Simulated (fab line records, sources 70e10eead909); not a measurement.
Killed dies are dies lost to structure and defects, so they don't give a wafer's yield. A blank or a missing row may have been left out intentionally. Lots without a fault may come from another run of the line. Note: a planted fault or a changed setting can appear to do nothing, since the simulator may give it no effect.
fab line records	flow nandHarc	part 1 of 2: steps 1 to 23 of 24
record lots=6	wafers=18	lastDay=24
route steps=1159 shown P_M1@315 P_M2@318 END@1159
lots untouched by any fault: they come from a run of this same line in which no faults occurred
startH: hours from the record's first day to the start of the lot's first wafer shown	waitH: hours elapsed since this lot's preceding step	" the same as in the row above	L1.1+2: one row covering several wafers at once	- value missing, or start not given	* or withheld: withheld	< > ~ a bound
route shown NAME@n: a module of which the file shows steps, and the number in the route of the first	usual: average and standard deviation across the fault-free wafers	same: alike in all rows	chamber/n: place in a boat	sites: the reading at each site	_std_site: the standard deviation of these	_edge_site: outer sites' mean less inner sites'	radiusMm: for every site, how far away it sits from the centre of the wafer	mask NAME#n: copy n	behind: the most recent tool/chamber to have shaped the wafer	hold: why the lot was held/for how many hours/how that ended	device: names the non-switching transistor (n, p or np)	end of line: the route-end tests of the same wafers	a step with no rows: only its recipe	killed: count of dies lost to structure and defects at first sort (not the wafer's yield)	map: per-die view of a wafer (x killed, . not killed, _ where there is no die)
set.NAME: the setting as run; set.NAME@STEP: as run at that earlier step	model.NAME: the simulator's own value behind a step, which no gauge read
lots at some steps of the route; a table a step, a row a wafer
services: a tool's chamber out of use, with start hour (startH, from the record's first day; less than 0 if before it), hours out, and reason
## steps
# step NHARC_P_M1_INSPECT_27
# usual rawDefectCount=321/120
lot.wafer	tool	chamber	startH	waitH	rawDefectCount
L704.2	defectInspect-02	-	122.94	0.0	275
L704.4	"	-	"	"	246
L704.5	"	-	"	"	213
L708.1	defectInspect-01	-	151.68	0.0	318
L708.4	"	-	"	"	354
L708.5	"	-	"	"	370
L713.3	defectInspect-02	-	187.09	0.0	296
L713.4	"	-	"	"	164
L713.5	"	-	"	"	291
L714.2	defectInspect-01	-	188.71	0.0	198
L714.4	"	-	"	"	390
L714.5	"	-	"	"	275
L716.1	defectInspect-02	-	207.69	0.0	235
L716.2	"	-	"	"	311
L716.6	"	-	"	"	404
L723.2	defectInspect-01	-	244.97	0.0	267
L723.4	"	-	"	"	426
L723.6	"	-	"	"	276
# step NHARC_P_M1_PRE_CLEAN_32
# recipe timeS=12	tempC=370	rfPowerW=300	gas=NH3
# usual heaterPowerW=640/48	rfFwdPowerW=292.7/0.8
lot.wafer	tool	chamber	startH	waitH	heaterPowerW	rfFwdPowerW
L704.2	pecvd-02	0	123.03	0.1	630	292.4
L704.4	"	1	"	"	673	291.9
L704.5	"	0	"	"	635	294.1
L708.1	pecvd-04	2	151.75	0.1	525	291.9
L708.5	"	2	"	"	520	291.9
L708.4	"	0	"	"	557	291.2
L713.3	pecvd-02	1	187.16	0.1	532	290.9
L713.4	"	1	"	"	540	293.2
L713.5	"	0	"	"	725	291.9
L714.2	pecvd-02	0	188.78	0.1	718	292.5
L714.4	"	0	"	"	705	291.7
L714.5	"	2	"	"	600	292.4
L716.2	pecvd-02	1	207.76	0.1	579	293.5
L716.1	"	0	"	"	624	292.3
L716.6	"	1	"	"	561	293.3
L723.2	pecvd-03	1	245.04	0.1	657	292.3
L723.4	"	1	"	"	650	292.5
L723.6	"	2	"	"	659	291.7
# step NHARC_P_M1_DEP_33
# recipe targetThkA=300	tempC=370	targetThkNm=30	pressureTorr=3	flowSccm=200	rfW=450	material=SiCN
# usual heaterPowerW=591/48	rfFwdPowerW=448.8/1.4
lot.wafer	tool	chamber	startH	waitH	heaterPowerW	rfFwdPowerW
L704.2	pecvd-02	0	123.17	0.1	559	450.0
L704.4	"	1	"	"	569	447.8
L704.5	"	0	"	"	563	449.6
L708.1	pecvd-04	2	151.83	0.1	524	449.0
L708.5	"	2	"	"	528	448.4
L708.4	"	0	"	"	583	448.4
L713.3	pecvd-02	1	187.23	0.1	583	449.3
L713.4	"	1	"	"	571	449.1
L713.5	"	0	"	"	641	449.8
L714.2	pecvd-02	0	188.86	0.1	680	450.3
L714.4	"	0	"	"	710	448.7
L714.5	"	2	"	"	609	448.4
L716.2	pecvd-02	1	207.83	0.1	550	448.9
L716.1	"	0	"	"	651	446.1
L716.6	"	1	"	"	556	448.7
L723.2	pecvd-03	1	245.11	0.1	614	447.4
L723.4	"	1	"	"	645	447.9
L723.6	"	2	"	"	586	449.7
# step NHARC_P_M2_DEP_00
# recipe targetThkA=1825	targetThkNm=182.5	tempC=withheld	pressureTorr=5	flowSccm=200	rfW=600	material=SiOC
# step NHARC_P_M2_DEHYDRATE_01
# recipe tempC=150	timeS=120
# step NHARC_P_M2_HMDS_02
# recipe timeS=30
# step NHARC_P_M2_COAT_34
# recipe tempC=200	timeS=65
# step NHARC_P_M2_COAT_03
# recipe spinRpm=1500	resistThkNm=90
# step NHARC_P_M2_SOFTBAKE_04
# recipe tempC=105	timeS=55
# step NHARC_P_M2_EBR_05
# step NHARC_P_M2_EXPOSE_06
# recipe na=1.35	targetCdNm=170	doseMj=80.78	maskId=P_M2
# step NHARC_P_M2_PEB_07
# recipe pebTempC=100	pebTimeS=65
# usual heaterPowerTotalW=156.6/0.4
lot.wafer	tool	chamber	startH	waitH	heaterPowerTotalW
L704.2	lithoTrack-04	0	124.23	0.1	157.1
L704.4	"	0	"	"	156.3
L704.5	"	0	"	"	156.6
L708.1	lithoTrack-06	0	152.99	0.1	156.2
L708.4	"	0	"	"	155.9
L708.5	"	0	"	"	156.6
L713.3	lithoTrack-04	0	188.28	0.0	167.0
L713.4	"	0	"	"	167.8
L713.5	"	0	"	"	167.5
L714.2	lithoTrack-06	0	190.02	0.1	157.1
L714.4	"	0	"	"	157.2
L714.5	"	0	"	"	156.1
L716.1	lithoTrack-04	0	209.01	0.1	168.0
L716.2	"	0	"	"	168.1
L716.6	"	0	"	"	168.1
L723.2	lithoTrack-06	0	246.25	0.1	156.6
L723.4	"	0	"	"	156.8
L723.6	"	0	"	"	157.1
# step NHARC_P_M2_DEVELOP_08
# recipe developTimeS=35	devTempC=23
# step NHARC_P_M2_CD_MEAS_09
# recipe targetCdNm=170	landingEnergyEv=500
# usual cdNm=170.1/0.69
lot.wafer	tool	chamber	startH	waitH	hold	cdNm
L704.2	cdSem-03	0	124.31	-	-	170.6
L704.4	"	0	"	"	-	170.7
L704.5	"	0	"	"	-	170.3
L708.1	cdSem-03	0	153.07	-	-	169.6
L708.4	"	0	"	"	-	170.4
L708.5	"	0	"	"	-	170.0
L713.3	cdSem-02	0	188.36	-	awaitDispo/0.2h/release	166.3
L713.4	"	0	"	"	awaitDispo/0.2h/release	166.4
L713.5	"	0	"	"	awaitDispo/0.2h/release	166.2
L713.3	cdSem-02	0	-	-	-	166.2
L713.4	"	0	"	"	-	166.1
L713.5	"	0	"	"	-	166.1
L714.2	cdSem-01	0	190.10	-	-	169.6
L714.4	"	0	"	"	-	170.9
L714.5	"	0	"	"	-	170.3
L716.1	cdSem-03	0	209.09	-	awaitDispo/0.2h/release	166.7
L716.2	"	0	"	"	awaitDispo/0.2h/release	167.1
L716.6	"	0	"	"	awaitDispo/0.2h/release	165.7
L716.1	cdSem-03	0	-	-	-	166.4
L716.2	"	0	"	"	-	166.8
L716.6	"	0	"	"	-	165.5
L723.2	cdSem-01	0	246.34	-	-	168.9
L723.4	"	0	"	"	-	170.4
L723.6	"	0	"	"	-	169.4
# step NHARC_P_M2_OVL_MEAS_10
# recipe pitchNm=340
# usual overlayXNm=0.0/0.9	overlayYNm=0.1/0.87
lot.wafer	tool	chamber	startH	waitH	hold	overlayXNm	overlayYNm
L704.2	overlay-01	-	124.40	-	-	0.3	-0.3
L704.4	"	-	"	"	-	0.4	-1.2
L704.5	"	-	"	"	-	0.0	-0.4
L708.1	overlay-02	-	153.16	-	-	-0.3	1.5
L708.4	"	-	"	"	-	-0.1	1.7
L708.5	"	-	"	"	-	-0.2	1.4
L714.2	overlay-01	-	190.19	-	-	-0.5	1.2
L714.4	"	-	"	"	-	-0.3	1.0
L714.5	"	-	"	"	-	-0.9	1.6
L713.3	overlay-01	-	192.47	-	awaitDispo/3.8h/release	-1.5	0.2
L713.4	"	-	"	"	awaitDispo/3.8h/release	-1.3	0.2
L713.5	"	-	"	"	awaitDispo/3.8h/release	-1.3	0.5
L716.1	overlay-02	-	215.10	-	awaitDispo/5.7h/release	-0.2	-0.4
L716.2	"	-	"	"	awaitDispo/5.7h/release	0.1	-0.7
L716.6	"	-	"	"	awaitDispo/5.7h/release	-0.4	-0.8
L723.2	overlay-02	-	246.42	-	-	0.1	-0.1
L723.4	"	-	"	"	-	0.5	-0.5
L723.6	"	-	"	"	-	-0.2	-0.8
# step NHARC_P_M2_INSPECT_11
# usual rawDefectCount=4.1/2.6
lot.wafer	tool	chamber	startH	waitH	rawDefectCount
L704.2	defectInspect-02	-	124.43	0.0	0
L704.4	"	-	"	"	7
L704.5	"	-	"	"	6
L708.1	defectInspect-01	-	153.20	0.0	6
L708.4	"	-	"	"	3
L708.5	"	-	"	"	4
L714.2	defectInspect-01	-	190.22	0.0	3
L714.4	"	-	"	"	4
L714.5	"	-	"	"	4
L713.3	defectInspect-02	-	192.51	0.0	2
L713.4	"	-	"	"	1
L713.5	"	-	"	"	0
L716.1	defectInspect-02	-	215.14	0.0	4
L716.2	"	-	"	"	4
L716.6	"	-	"	"	3
L723.2	defectInspect-01	-	246.46	0.0	0
L723.4	"	-	"	"	6
L723.6	"	-	"	"	2
# step NHARC_P_M2_DESCUM_14
# recipe timeS=3	o2FlowSccm=200	arFlowSccm=0	biasPowerW=0	chemistry=O2
# usual chamberPressureMTorr=60.00/0.058	drypumpMotorCurrentA=5.8/0.38	oesProductAu=0.998/0.009	rfVppV=57.9/0.91	showerheadPlenumPTorr=1.93/0.085	throttleValvePct=11.311/0.0099
lot.wafer	tool	chamber	startH	waitH	chamberPressureMTorr	drypumpMotorCurrentA	oesProductAu	rfHoursCounterH	rfVppV	showerheadPlenumPTorr	throttleValvePct	model.P_M2.cdNm
L704.4	rieDiel-02	0	124.50	0.1	59.94	5.7	0.981	46	57.2	1.78	11.287	170.1
L704.2	"	1	"	"	59.93	6.7	1.005	44	56.4	2.02	11.303	170.3
L704.5	"	0	"	"	60.05	5.7	0.980	-	56.8	1.78	11.301	170
L708.1	rieDiel-09	2	153.29	0.1	60.02	5.9	1.005	8	57.4	2.05	11.298	169.2
L708.4	"	0	"	"	60.01	5.5	1.002	8	58.8	1.88	11.303	170.9
L708.5	"	1	"	"	59.99	6.2	1.014	-	58.9	2.03	11.311	169.3
L714.4	rieDiel-09	2	190.30	0.1	59.90	5.9	1.003	15	56.5	2.05	11.310	170.4
L714.2	"	3	"	"	60.08	5.1	0.985	15	58.1	2.00	11.301	169.6
L714.5	"	0	"	"	60.03	5.5	0.991	-	57.0	1.88	11.313	170.6
L713.3	rieDiel-05	2	192.58	0.1	60.10	5.3	0.987	0	57.2	1.88	11.323	165.4
L713.4	"	3	"	"	59.90	5.8	1.004	0	57.7	1.87	11.305	166.3
L713.5	"	2	"	"	60.09	5.3	0.988	-	58.8	1.88	11.310	165.8
L716.2	rieDiel-05	3	215.22	0.1	59.93	5.8	0.991	1	58.8	1.87	11.306	166.4
L716.1	"	0	"	"	60.03	5.8	1.004	1	59.2	2.05	11.331	166
L716.6	"	1	"	"	59.99	6.1	1.006	-	57.4	1.93	11.312	165
L723.2	rieDiel-09	1	246.52	0.1	59.93	6.3	1.008	26	58.1	2.02	11.291	168.3
L723.4	"	3	"	"	59.95	5.1	0.997	23	57.9	1.99	11.308	170.5
L723.6	"	2	"	"	59.94	5.9	1.002	-	58.9	2.05	11.325	169.5
# step NHARC_P_M2_ETCH_35
# recipe targetDepthA=400	overetchA=120	timeS=43.94	ionEnergyEv=200	n2FlowSccm=150	h2FlowSccm=150	arFlowSccm=0	rfW=400	biasW=150	chemistry=N2/H2
# usual chamberPressureMTorr=30.000/0.026	drypumpMotorCurrentA=5.8/0.37	oesProductAu=0.999/0.011	rfFwdPowerW=395.9/2.2	rfVppV=431.2/2.7	showerheadPlenumPTorr=2.06/0.094	throttleValvePct=14.171/0.0091
lot.wafer	tool	chamber	startH	waitH	chamberPressureMTorr	drypumpMotorCurrentA	oesProductAu	rfFwdPowerW	rfHoursCounterH	rfVppV	showerheadPlenumPTorr	throttleValvePct
L704.2	rieDiel-02	3	124.59	0.1	30.011	5.9	0.998	395.8	43	426.4	1.90	14.170
L704.4	"	1	"	"	30.043	6.8	1.000	396.6	44	433.9	2.15	14.166
L704.5	"	2	"	"	29.964	6.3	0.987	393.9	-	432.4	2.11	14.163
L708.1	rieDiel-09	1	153.63	0.3	29.999	6.2	1.011	398.8	10	435.5	2.16	14.174
L708.4	"	0	"	"	30.024	5.5	1.004	397.0	8	428.5	2.00	14.162
L708.5	"	1	"	"	29.952	6.2	1.009	398.7	-	433.9	2.16	14.168
L714.2	rieDiel-09	0	190.37	0.1	30.068	5.5	1.001	397.3	14	429.0	2.00	14.165
L714.4	"	1	"	"	30.046	6.2	1.019	397.0	16	433.5	2.16	14.154
L714.5	"	3	"	"	30.017	5.1	0.992	395.6	-	433.7	2.13	14.165
L713.3	rieDiel-05	0	192.66	0.1	29.996	5.9	0.994	396.5	1	433.9	2.19	14.161
L713.4	"	1	"	"	29.985	6.2	1.003	391.8	0	432.0	2.06	14.161
L713.5	"	3	"	"	29.983	5.7	1.003	395.3	-	428.3	1.99	14.165
L716.1	rieDiel-05	3	215.29	0.1	30.042	5.8	0.999	397.0	1	430.1	1.99	14.169
L716.2	"	0	"	"	29.989	5.8	1.009	396.8	1	434.5	2.19	14.152
L716.6	"	3	"	"	30.008	5.8	0.991	397.8	-	429.5	1.99	14.176
L723.4	rieDiel-09	1	246.60	0.1	29.985	6.2	1.007	397.5	26	433.9	2.16	14.177
L723.2	"	3	"	"	30.005	5.1	0.988	396.1	23	433.2	2.13	14.157
L723.6	"	2	"	"	30.010	5.9	1.006	394.7	-	434.8	2.19	14.170
# step NHARC_P_M2_ETCH_15
# recipe targetDepthA=1825	timeS=91.2	c4f8FlowSccm=withheld	arFlowSccm=400	rfW=600	biasW=300	chemistry=C4F8/Ar
# usual chamberPressureMTorr=25.000/0.02	oesProductAu=0.944/0.024	rfFwdPowerW=596.4/2.4	rfVppV=441.6/2.8
lot.wafer	tool	chamber	startH	waitH	chamberPressureMTorr	oesProductAu	rfFwdPowerW	rfHoursCounterH	rfVppV
L704.4	rieDiel-02	2	-	-	25.013	0.921	592.2	47	442.0
L704.2	"	3	"	"	24.999	0.918	598.8	43	436.9
L704.5	"	1	"	"	24.976	0.935	596.8	-	443.9
L708.4	rieDiel-09	2	-	-	24.999	0.922	594.1	8	445.2
L708.1	"	3	"	"	25.016	0.923	600.0	9	444.8
L708.5	"	2	"	"	25.016	0.919	595.1	-	445.6
L714.4	rieDiel-09	0	-	-	24.983	0.919	598.2	14	439.8
L714.2	"	3	"	"	25.009	0.924	597.4	15	445.1
L714.5	"	1	"	"	24.985	0.942	595.6	-	444.9
L713.4	rieDiel-05	3	-	-	24.990	0.979	597.1	1	439.4
L713.3	"	0	"	"	24.981	0.986	595.8	1	445.2
L713.5	"	3	"	"	25.035	0.974	596.5	-	441.0
L716.1	rieDiel-05	0	-	-	25.002	0.981	597.4	1	444.6
L716.2	"	1	"	"	24.993	0.967	592.9	1	440.7
L716.6	"	3	"	"	25.036	0.970	595.1	-	440.4
L723.4	rieDiel-09	2	-	-	25.031	0.922	594.7	23	444.2
L723.2	"	1	"	"	25.014	0.933	597.8	26	442.1
L723.6	"	3	"	"	25.007	0.919	594.3	-	444.3
# step NHARC_P_M2_CD_MEAS_16
# usual cdNm=169.7/0.87
lot.wafer	tool	chamber	startH	waitH	hold	cdNm
L704.2	cdSem-02	-	124.82	-	-	169.9
L704.4	"	-	"	"	-	169.7
L704.5	"	-	"	"	-	169.6
L708.1	cdSem-03	-	153.87	-	-	169.1
L708.4	"	-	"	"	-	171.1
L708.5	"	-	"	"	-	168.9
L714.2	cdSem-02	-	190.59	-	-	169.8
L714.4	"	-	"	"	-	170.5
L714.5	"	-	"	"	-	170.5
L713.3	cdSem-02	-	192.88	-	awaitDispo/0.2h/release	165.4
L713.4	"	-	"	"	awaitDispo/0.2h/release	166.6
L713.5	"	-	"	"	awaitDispo/0.2h/release	166.1
L713.3	cdSem-02	-	193.06	0.2	-	165.4
L713.4	"	-	"	"	-	166.4
L713.5	"	-	"	"	-	165.9
L716.1	cdSem-03	-	215.51	-	awaitDispo/0.2h/release	166.0
L716.2	"	-	"	"	awaitDispo/0.2h/release	166.0
L716.6	"	-	"	"	awaitDispo/0.2h/release	165.2
L716.1	cdSem-03	-	215.69	0.2	-	166.4
L716.2	"	-	"	"	-	166.3
L716.6	"	-	"	"	-	165.4
L723.2	cdSem-01	-	246.83	-	-	168.5
L723.4	"	-	"	"	-	170.4
L723.6	"	-	"	"	-	169.3
# step NHARC_P_M2_STRIP_18
# recipe powerW=1000	n2FlowSccm=150	h2FlowSccm=150	arFlowSccm=0	biasW=0	chemistry=N2/H2
# usual chamberPressureMTorr=29.998/0.027	drypumpMotorCurrentA=5.7/0.36	oesProductAu=1.001/0.0084	rfFwdPowerW=998/3.3	rfVppV=90.9/1	showerheadPlenumPTorr=2.08/0.085	throttleValvePct=14.171/0.0093
lot.wafer	tool	chamber	startH	waitH	hold	chamberPressureMTorr	drypumpMotorCurrentA	oesProductAu	rfFwdPowerW	rfHoursCounterH	rfVppV	showerheadPlenumPTorr	throttleValvePct
L704.4	rieDiel-05	0	124.91	0.1	-	29.930	5.9	0.999	1000	5	90.5	2.19	14.158
L704.2	"	1	"	"	-	29.997	6.2	0.999	990	5	89.5	2.06	14.171
L704.5	"	3	"	"	-	30.005	5.8	0.995	1000	-	90.6	1.99	14.162
L708.1	rieDiel-05	2	154.09	0.2	-	30.028	5.3	1.006	1005	6	91.2	2.00	14.160
L708.4	"	3	"	"	-	29.992	5.8	1.012	998	6	90.6	1.99	14.178
L708.5	"	1	"	"	-	29.972	6.1	0.996	990	-	91.2	2.06	14.175
L714.4	rieDiel-09	1	190.66	0.1	-	29.982	6.2	1.020	993	17	93.8	2.16	14.171
L714.2	"	0	"	"	-	30.035	5.5	0.989	998	14	89.8	2.00	14.164
L714.5	"	1	"	"	-	30.019	6.2	1.018	997	-	92.1	2.16	14.169
L713.3	rieDiel-05	3	193.81	0.7	awaitDispo/0.7h/release	30.011	5.8	0.989	990	1	91.3	1.99	14.178
L713.4	"	2	"	"	awaitDispo/0.7h/release	29.977	5.3	0.988	997	1	90.6	2.00	14.171
L713.5	"	3	"	"	awaitDispo/0.7h/release	30.013	5.8	1.002	996	-	89.8	1.99	14.182
L716.1	rieDiel-09	1	217.96	2.3	awaitDispo/2.1h/release	30.033	6.2	1.005	998	20	92.1	2.16	14.161
L716.2	"	0	"	"	awaitDispo/2.1h/release	30.032	5.5	0.988	1000	17	91.7	2.00	14.161
L716.6	"	1	"	"	awaitDispo/2.1h/release	29.973	6.2	1.009	999	-	91.1	2.16	14.160
L723.4	rieDiel-09	0	246.90	0.1	-	30.028	5.5	0.995	996	23	91.0	2.00	14.157
L723.2	"	2	"	"	-	29.953	5.9	1.000	993	23	91.2	2.19	14.167
L723.6	"	0	"	"	-	29.984	5.5	0.998	1000	-	90.1	2.00	14.192
# step NHARC_P_M2_ETCH_28
# recipe targetDepthA=300	overEtchFrac=0.3	timeS=72.99	ionEnergyEv=150	cf4FlowSccm=50	n2FlowSccm=100	arFlowSccm=150	rfW=300	biasW=100	chemistry=CF4/N2
# usual chamberPressureMTorr=30.000/0.028	drypumpMotorCurrentA=5.7/0.37	oesProductAu=1.000/0.0089	rfFwdPowerW=297.8/1.4	rfVppV=314.9/1.9	showerheadPlenumPTorr=2.67/0.1	throttleValvePct=19.795/0.0092
lot.wafer	tool	chamber	startH	waitH	chamberPressureMTorr	drypumpMotorCurrentA	oesProductAu	rfFwdPowerW	rfHoursCounterH	rfVppV	showerheadPlenumPTorr	throttleValvePct	model.P_M2.cdNm
L704.2	rieDiel-05	3	-	-	29.982	5.8	1.005	297.5	5	313.2	2.57	19.794	170
L704.4	"	0	"	"	30.015	5.8	1.001	299.1	5	315.9	2.80	19.791	169.2
L704.5	"	2	"	"	29.999	5.3	1.010	299.0	-	314.5	2.58	19.796	169.5
L708.4	rieDiel-05	0	-	-	29.993	5.8	0.998	299.0	6	316.0	2.80	19.796	171.6
L708.1	"	1	"	"	29.964	6.2	0.989	295.9	6	314.4	2.65	19.790	168.7
L708.5	"	0	"	"	29.991	5.8	1.003	299.2	-	317.5	2.80	19.791	169.6
L714.2	rieDiel-09	3	-	-	30.009	5.1	0.991	299.4	15	316.0	2.73	19.792	170.1
L714.4	"	2	"	"	30.038	5.9	1.007	294.9	15	317.7	2.81	19.799	170.8
L714.5	"	0	"	"	30.051	5.5	0.989	298.1	-	314.2	2.58	19.778	171.1
L713.4	rieDiel-05	0	-	-	29.966	5.8	1.004	296.2	1	315.8	2.80	19.793	167.6
L713.3	"	3	"	"	30.014	5.8	0.997	298.2	1	313.6	2.57	19.786	165.5
L713.5	"	1	"	"	30.014	6.2	1.016	295.7	-	314.5	2.65	19.791	166.4
L716.2	rieDiel-09	0	-	-	29.995	5.5	0.993	299.9	17	312.2	2.58	19.801	166
L716.1	"	1	"	"	29.982	6.2	1.006	297.2	20	318.1	2.77	19.801	165.8
L716.6	"	1	"	"	29.974	6.2	1.002	298.3	-	314.9	2.77	19.792	165.5
L723.2	rieDiel-09	0	-	-	30.009	5.5	0.994	298.8	23	311.6	2.57	19.778	169.6
L723.4	"	1	"	"	30.007	6.2	1.005	299.0	26	316.4	2.77	19.778	170.7
L723.6	"	1	"	"	30.068	6.2	1.010	298.7	-	316.3	2.77	19.790	169.9
# step NHARC_P_M2_STRIP_19
# recipe timeS=600	tempC=30	chemistry=postEtchResidueRemover
## key
firstSign step=NHARC_P_M2_PEB_07	reading=heaterPowerTotalW	direction=up	sigmas=28	usual=*	struck=*
effect step=NHARC_P_M2_CD_MEAS_09	reading=visit	direction=added
effect step=NHARC_P_M2_CD_MEAS_09	reading=cdNm	direction=down	sigmas=5.3	usual=170.1	struck=166.4
effect step=NHARC_P_M2_CD_MEAS_16	reading=visit	direction=added
modelEffect step=NHARC_P_M2_DESCUM_14	value=P_M2.cdNm	without=170.2	struck=165.8
modelEffect step=NHARC_P_M2_ETCH_28	value=P_M2.cdNm	without=170.5	struck=166.1
metAt NHARC_P_M2_PEB_07
struckWafers L713.3,L713.4,L713.5,L716.1,L716.2,L716.6
rowsEnd L716.1
onsetBetween 124.23 188.28
fault kind=processParameterDrift	tool=lithoTrack-04	chamber=-	onsetH=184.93	steps=NHARC_P_M2_PEB_07	channel=pebTimeS	offset=*	shape=step	endH=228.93	actsIn=*	stated=*
# rowsEnd: these wafers met a further fault down the route, and their rows from its step on are left out
